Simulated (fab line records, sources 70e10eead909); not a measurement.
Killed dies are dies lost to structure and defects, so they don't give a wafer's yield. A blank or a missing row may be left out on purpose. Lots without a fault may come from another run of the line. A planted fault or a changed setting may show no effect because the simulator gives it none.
Chamber matching | flow nand_harc | NHARC_P_M1_DEP_33 on pecvd-01: 3 sister chambers
The step deposits SiCN, target thk 30 nm. 6 wafers are shown with their chamber, then 7 later ones without.

WAFERS WITH THEIR CHAMBER
wafer  | chamber | heater_power_w (W)
L081.5 | 2       | 507
L083.3 | 2       | 570
L089.4 | 1       | 763
L089.5 | 0       | 416
L090.1 | 1       | 838
L090.4 | 0       | 431

WAFERS WITHOUT THEIR CHAMBER
wafer  | heater_power_w (W)
L090.5 | 819
L092.1 | 445
L092.3 | 806
L092.5 | 439
L097.3 | 521
L097.4 | 525
L097.5 | 414

WHICH CHAMBER EACH WENT THROUGH
wafer  | from the rows above     | in truth
L090.5 | 1                       | 1
L092.1 | can't be placed: 0 or 2 | 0
L092.3 | 1                       | 1
L092.5 | 0                       | 0
L097.3 | can't be placed: 2 or 0 | 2
L097.4 | 2                       | 2
L097.5 | 0                       | 0
Placed correctly: 5 of 7. Can't be placed from these rows: 2 (the true chamber is among the candidates in 2). Placed wrongly: 0.
How it was worked out, from the rows above alone: a wafer's distance from a chamber is the root of the sum, over the readings, of the square of ((its reading less the chamber's mean) divided by the reading's scatter). The wafer belongs to the nearest chamber; if the next one is less than 2 further off, it can't be placed. A chamber's mean is the mean of its shown wafers. The scatter: the root of (the sum of the squares of (reading less its chamber's mean) over the shown wafers, divided by (wafers less chambers)).
